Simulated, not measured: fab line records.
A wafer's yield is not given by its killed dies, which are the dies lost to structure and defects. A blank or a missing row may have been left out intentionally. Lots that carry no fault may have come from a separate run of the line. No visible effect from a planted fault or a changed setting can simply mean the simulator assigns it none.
What tool caused it?	flow nand harc	34 wafers from 12 lots sampled at 5 of the route's 1159 steps

== WHAT THE GAUGES SHOWED, per wafer ==
NHARC_P_M0_CD_MEAS_09: target cd 90 nm. Usual: cd nm reads 90.4 nm (standard deviation 0.76).
lot	measured	on	cd nm (nm)	flag
L927	day 5 23:16	cd sem-01	91.3 90.7 89.9	
L929	day 6 09:41	cd sem-03	91.5 91.0 91.6	
L930	day 6 10:40	cd sem-01	91.1 91.0 90.4	
L936	day 8 00:28	cd sem-03	90.1	
L941	day 9 05:55	cd sem-03	90.0 89.2 90.9	
L943	day 10 01:10	cd sem-01	90.8 90.1 89.1	
L944	day 10 04:44	cd sem-01	88.8 88.4 88.4	
L946	day 10 10:38	cd sem-02	90.6 89.4 89.8	
L947	day 10 19:16	cd sem-01	91.2 90.0 91.1	
L948	day 10 19:38	cd sem-03	90.5 90.0 90.3	
L949	day 11 09:16	cd sem-01	91.6 92.2 91.0	
L950	day 11 19:16	cd sem-03	90.6 90.6 91.7	

NHARC_P_M1_INSPECT_11. Usual: raw defect count reads 4.3 (standard deviation 2.4).
lot	measured	on	raw defect count	flag
L927	day 6 04:01	defect inspect-01	8 5 2	
L929	day 6 13:53	defect inspect-01	2 0 6	
L930	day 6 14:52	defect inspect-01	9 7 3	
L936	day 8 04:34	defect inspect-02	2	
L941	day 9 10:23	defect inspect-01	6 3 0	
L943	day 10 05:17	defect inspect-01	5 3 5	
L944	day 10 09:08	defect inspect-01	4 3 7	
L946	day 10 15:08	defect inspect-01	4 5 3	
L947	day 10 23:35	defect inspect-01	6 2 3	
L948	day 10 23:57	defect inspect-01	1 3 0	
L949	day 11 13:45	defect inspect-01	2 2 2	
L950	day 11 23:30	defect inspect-01	6 8 11	

NHARC_END_SORT_01. Usual: defect limited yield 95.6 %, standard deviation 1.6; killed at array 26, standard deviation 11; killed at other 0.4, standard deviation 0.78; killed at periphery 3.4, standard deviation 2.4; killed dies 29, standard deviation 11; killed open 3.1, standard deviation 1.9; killed short 1.9, standard deviation 1.4; sort_bin_2_pct 1.3 %, standard deviation 0.63; sort_bin_3_pct 0.20 %, standard deviation 0.18; sort_bin_4_pct 2.8 %, standard deviation 1.1; sort n pass 648, standard deviation 11; sort rim yield pct 95 %, standard deviation 3.4; sort yield pct 95.6 %, standard deviation 1.6.
lot	measured	on	defect limited yield (%)	killed at array	killed at other	killed at periphery	killed dies	killed open	killed short	sort_bin_2_pct (%)	sort_bin_3_pct (%)	sort_bin_4_pct (%)	sort n pass	sort rim yield pct (%)	sort yield pct (%)	flag
L936	day 24 10:33	prober-02	83.9	10	0	99	109	1	1	5.8	5.61	4.7	568	92	83.9	OFF

== TOOL THAT RAN EACH LOT (tool first, then ch and the chambers of the sampled wafers, then the start) ==
lot	NHARC_P_M1_ETCH_15	NHARC_P_M1_CMP_23
L927	rie diel-05 ch 2,3, day 6 04:24	cmp-03 ch 0,2,3, day 6 06:22
L929	rie diel-07 ch 0,2,3, day 6 14:07	cmp-04 ch 0,1,2, day 6 16:07
L930	rie diel-07 ch 0,1,2, day 6 15:08	cmp-04 ch 0,1, day 6 17:04
L936	rie diel-07 ch 3, day 8 04:48	cmp-03 ch 1, day 8 06:46
L941	rie diel-05 ch 1,2, day 9 10:38	cmp-02 ch 0,1,2, day 9 12:35
L943	rie diel-11 ch 0,2,3, day 10 05:32	cmp-02 ch 0,2,3, day 10 07:29
L944	rie diel-11 ch 0,1,3, day 10 09:24	cmp-03 ch 0,1,3, day 10 11:23
L946	rie diel-05 ch 0,2,3, day 10 15:23	cmp-03 ch 1,2,3, day 10 17:21
L947	rie diel-07 ch 0,1,2, day 10 23:49	cmp-02 ch 0,2,3, day 11 01:58
L948	rie diel-05 ch 1,2,3, day 11 00:11	cmp-03 ch 0,1,3, day 11 02:27
L949	rie diel-07 ch 1,2, day 11 13:59	cmp-02 ch 0,1,3, day 11 15:57
L950	rie diel-11 ch 0,2,3, day 11 23:44	cmp-04 ch 0,1,3, day 12 01:51
- NHARC_P_M1_ETCH_15: etches the open film in C4F8/Ar, target depth 182.5 nm, time 91.2 s.
- NHARC_P_M1_CMP_23: polishes, t overpolish 20 s, target thk 157.82 nm.

== AS READ BY THE TOOLS THEMSELVES (means over the sampled wafers that have a number; for cases with no such wafer, the mark the record gives instead) ==
NHARC_P_M1_ETCH_15. Usual: chamber pressure mTorr 25.002 mTorr, standard deviation 0.023; oes product au 0.948 a.u., standard deviation 0.022; rf vpp V 442 V, standard deviation 3.
lot	tool	chamber pressure mTorr (mTorr)	oes product au (a.u.)	rf vpp V (V)	flag
L927	rie diel-05	25.010	0.911	445	
L929	rie diel-07	25.005	0.913	440	
L930	rie diel-07	24.990	0.940	442	
L936	rie diel-07	25.027	0.926	438	
L941	rie diel-05	24.992	0.960	446	
L943	rie diel-11	24.991	0.970	442	
L944	rie diel-11	24.992	0.958	439	
L946	rie diel-05	24.998	0.974	445	
L947	rie diel-07	25.007	0.957	441	
L948	rie diel-05	24.993	0.968	446	
L949	rie diel-07	25.013	0.981	441	
L950	rie diel-11	24.995	0.970	442	

NHARC_P_M1_CMP_23. Usual: motor current A 13.1 A, standard deviation 1.3; time to endpoint s 29.0 s, standard deviation 2.6.
lot	tool	motor current A (A)	time to endpoint s (s)	flag
L927	cmp-03	13.6	27.0	
L929	cmp-04	13.8	27.6	
L930	cmp-04	13.3	27.1	
L936	cmp-03	13.1	31.2	
L941	cmp-02	13.5	29.4	
L943	cmp-02	11.8	26.2	
L944	cmp-03	12.3	30.6	
L946	cmp-03	12.9	32.3	
L947	cmp-02	11.9	27.3	
L948	cmp-03	12.5	30.2	
L949	cmp-02	11.6	25.9	
L950	cmp-04	14.1	29.7	

== THE ANSWER, worked out from the rows above alone ==
Rule: a lot counts as off when the mean over its wafers that have a number is more than 3 standard deviations away from the usual mean. A lot without any number at a reading at which 4 lots or more have one is off too. All remaining lots with rows at the step are treated as sound. First the gauges in route order, then the tools' own readings, where a lot's mean is used as printed above. The first step at which some lot is off is used, and at that step the reading that is off furthest; a lot without a number counts as furthest.
Off: L936, at NHARC_END_SORT_01 (killed at periphery). Neither off nor sound, because the step has no rows for them: L927, L929, L930, L941, L943, L944, L946, L947, L948, L949, L950.
A tool fits if, at a process step before that reading, it ran every lot that is off, and no sound lot after the first of them. Those tools and the gauges at NHARC_END_SORT_01 are tried in the same way. Can't be told from this: 3 tools fit, rie diel-07 at NHARC_P_M1_ETCH_15, cmp-03 at NHARC_P_M1_CMP_23, prober-02 at NHARC_END_SORT_01.

== WHAT WAS PUT IN BY THE SIMULATOR ==
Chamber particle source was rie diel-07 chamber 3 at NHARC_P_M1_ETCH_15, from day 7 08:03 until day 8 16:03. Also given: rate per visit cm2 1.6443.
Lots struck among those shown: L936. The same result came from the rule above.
